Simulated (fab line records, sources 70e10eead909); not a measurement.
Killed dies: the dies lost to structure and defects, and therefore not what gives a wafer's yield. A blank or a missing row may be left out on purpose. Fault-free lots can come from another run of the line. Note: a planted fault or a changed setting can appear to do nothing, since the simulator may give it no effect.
Comparing a struck lot with a sound one	flow nandHarc	20 steps out of a route of 1159
Sound: wafers L391.1, L391.4, L391.6. Wafers L403.1, L403.2, L403.4 were the ones struck. At the end, the cause is stated.
For every step that has rows: the tool of each side, followed by ch and its chambers, followed by its first start. Under that, the readings that differ: sound wafers	struck wafers	difference of the means	sigmas: that difference in standard deviations of wafers without a fault.
alike: readings with means less than 2 such deviations apart, plus words and numbers identical on both sides. not compared: withheld readings, readings lacking a value on some wafer, bounds such as >300 that could conceal the same value, and numbers that have no deviation in the record and whose values overlap.
A row with sigmas, a row that says differs or no value, or rows on one side alone: a step with any of these is where the two part. Numbers that don't overlap but have no deviation are shown without sigmas and don't part them. A reading missing from all wafers of one side parts the sides only when that side holds two or more wafers.

first, 1 step without rows for these wafers: NHARC_A_BLC_SRD_27.
NHARC_A_BLC_INSPECT_28:
  sound on defectInspect-02 at day 18 01:04; struck on defectInspect-02 at day 19 21:08
  alike: rawDefectCount
then, 9 steps without rows for these wafers: NHARC_A_M0_DEP_00 (deposits SiOC, target thk 150 nm); NHARC_A_M0_DEHYDRATE_01 (time 120 s); NHARC_A_M0_HMDS_02 (time 30 s); NHARC_A_M0_COAT_33 (time 65 s); NHARC_A_M0_COAT_03 (resist thk 90 nm); NHARC_A_M0_SOFTBAKE_04 (time 55 s); NHARC_A_M0_EBR_05; NHARC_A_M0_EXPOSE_06 (exposes mask A M0, target cd 80 nm); NHARC_A_M0_PEB_07 (peb time 65 s).
NHARC_A_M0_DEVELOP_08: develop time 35 s.
  sound on lithoTrack-06 ch 0, day 18 01:00; struck on lithoTrack-06 ch 0, day 19 21:00
  alike: chillPlateTempC
NHARC_A_M0_CD_MEAS_09 targets a cd of 80 nm.
  sound on cdSem-02 ch 0, day 18 01:58; struck on cdSem-02 ch 0, day 19 22:04
reading	sound	struck	difference	sigmas
cdNm (nm)	80.7 80.2 80.1	77.7 77.3 77.3	-2.9	-4
NHARC_A_M0_OVL_MEAS_10: pitch 160 nm.
  sound on overlay-02 at day 18 02:04; struck on overlay-01 at day 19 22:10
reading	sound	struck	difference	sigmas
overlayXNm (nm)	-0.6 -0.3 -1.1	1.9 1.6 1.3	+2.3	+2
overlayYNm (nm)	-0.9 -0.5 -0.5	0.8 0.8 1.2	+1.6	+2
NHARC_A_M0_INSPECT_11:
  sound on defectInspect-01 at day 18 02:06; struck on defectInspect-01 at day 19 22:11
  alike: rawDefectCount
NHARC_A_M0_DESCUM_14: chemistry O2, time 3 s.
  sound on rieDiel-01 ch 2,3, day 18 02:10; struck on rieDiel-01 ch 1,2,3, day 19 22:16
reading	sound	struck	difference	sigmas
model.A_M0.cdNm (nm)	80.39 80.26 79.41	76.94 77.14 77.24	-2.91	
  alike: drypumpMotorCurrentA, oesProductAu, rfVppV, showerheadPlenumPTorr, throttleValvePct
  not compared: rfHoursCounterH
NHARC_A_M0_ETCH_34: etches the open film in N2/H2, target depth 40 nm, overetch 12 nm, time 43.94 s.
  sound on rieDiel-01 ch 0,2,3, day 18 02:16; struck on rieDiel-01 ch 0,1,2, day 19 22:20
  alike: biasW, drypumpMotorCurrentA, h2FlowSccm, oesProductAu, rfVppV, showerheadPlenumPTorr, throttleValvePct
  not compared: rfHoursCounterH
NHARC_A_M0_ETCH_15: etches the open film in C4F8/Ar, target depth 150 nm, overetch 15 nm, time 82.5 s.
  sound: rieDiel-01 ch 0,2; struck: rieDiel-01 ch 0,2,3
reading	sound	struck	difference	sigmas
model.A_M0.cdNm (nm)	80.85 80.09 79.33	77.18 76.88 77.08	-3.04	
  alike: biasW, oesProductAu, rfVppV
  not compared: rfHoursCounterH
NHARC_A_M0_CD_MEAS_16:
  sound on cdSem-01 at day 18 02:29; struck on cdSem-02 at day 19 22:33
reading	sound	struck	difference	sigmas
cdNm (nm)	81.0 80.1 79.7	77.3 76.8 77.0	-3.2	-4
following that, these wafers have no rows for 1 step: NHARC_END_SORT_01.

## WHERE THEY PART
First at NHARC_A_M0_CD_MEAS_09; last, within this record, at NHARC_A_M0_CD_MEAS_16.

WHY: what had been put in by the simulator
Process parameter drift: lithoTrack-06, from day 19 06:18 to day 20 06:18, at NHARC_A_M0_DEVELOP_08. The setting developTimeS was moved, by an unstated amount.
